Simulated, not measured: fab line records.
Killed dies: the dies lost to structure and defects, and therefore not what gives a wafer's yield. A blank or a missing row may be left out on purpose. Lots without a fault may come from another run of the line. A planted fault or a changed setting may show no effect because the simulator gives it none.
Chamber matching    flow n5-finfet    3 sister chambers for N5_SDB_HM_DEP_00 on pecvd-01
The step deposits SiNx from SiH4/NH3/N2, target thk 40 nm, time 35.3 s. 18 wafers are shown with their chamber, then 9 later ones without.

WAFERS PAIRED WITH THEIR CHAMBERS
wafer   chamber  throttle-valve-pct (%)  showerhead-plenum-p-Torr (Torr)  heater-power-w (W)
L077.2  1        40.2                    5.08                             713
L077.5  2        35.0                    5.11                             605
L077.6  1        39.9                    5.09                             693
L078.1  1        39.9                    5.08                             687
L078.3  2        34.9                    5.11                             642
L078.5  1        39.9                    5.09                             691
L079.1  0        40.4                    4.98                             726
L079.2  1        40.2                    5.10                             702
L079.4  2        34.7                    5.11                             630
L080.1  0        40.5                    4.99                             664
L080.3  1        40.1                    5.10                             694
L080.4  2        34.9                    5.12                             710
L086.1  1        40.2                    5.08                             610
L086.2  0        40.4                    4.98                             727
L086.5  2        35.1                    5.10                             634
L088.2  2        34.9                    5.11                             663
L088.3  0        40.4                    4.96                             747
L088.5  0        40.2                    4.97                             761

SIGNATURES (means of the wafers above)
reading                   chamber 0  chamber 1  chamber 2  scatter within a chamber
throttle-valve-pct        40.380     40.057     34.917     0.135
showerhead-plenum-p-Torr  4.9760     5.0886     5.1100     0.00897
heater-power-w            725.00     684.29     647.33     35.5
Rule: a wafer lies at a distance from a chamber equal to the root of the sum of squares, over the readings, of (its reading less the chamber's mean, divided by the reading's scatter). If the next closest chamber is less than 2 further off than the closest, the wafer can't be placed; otherwise it belongs to the closest. The scatter: the root of (the sum of the squares of (reading less its chamber's mean) over the shown wafers, divided by (wafers less chambers)).

WAFERS MISSING THEIR CHAMBER
wafer   throttle-valve-pct (%)  showerhead-plenum-p-Torr (Torr)  heater-power-w (W)
L090.3  35.3                    5.11                             720
L090.4  35.3                    5.11                             719
L090.6  40.4                    4.97                             759
L093.2  40.4                    4.97                             761
L093.5  35.4                    5.11                             669
L093.6  40.0                    4.98                             749
L096.2  40.1                    5.08                             660
L096.3  40.5                    4.99                             665
L096.4  40.2                    5.09                             677

THE CHAMBER EACH PASSED THROUGH
wafer   from the rows above  in truth
L090.3  2                    2
L090.4  2                    2
L090.6  0                    0
L093.2  0                    0
L093.5  2                    2
L093.6  0                    0
L096.2  1                    1
L096.3  0                    0
L096.4  1                    1
Placed correctly: 9 of 9. Not placeable from these rows: 0. Wrongly placed: 0.
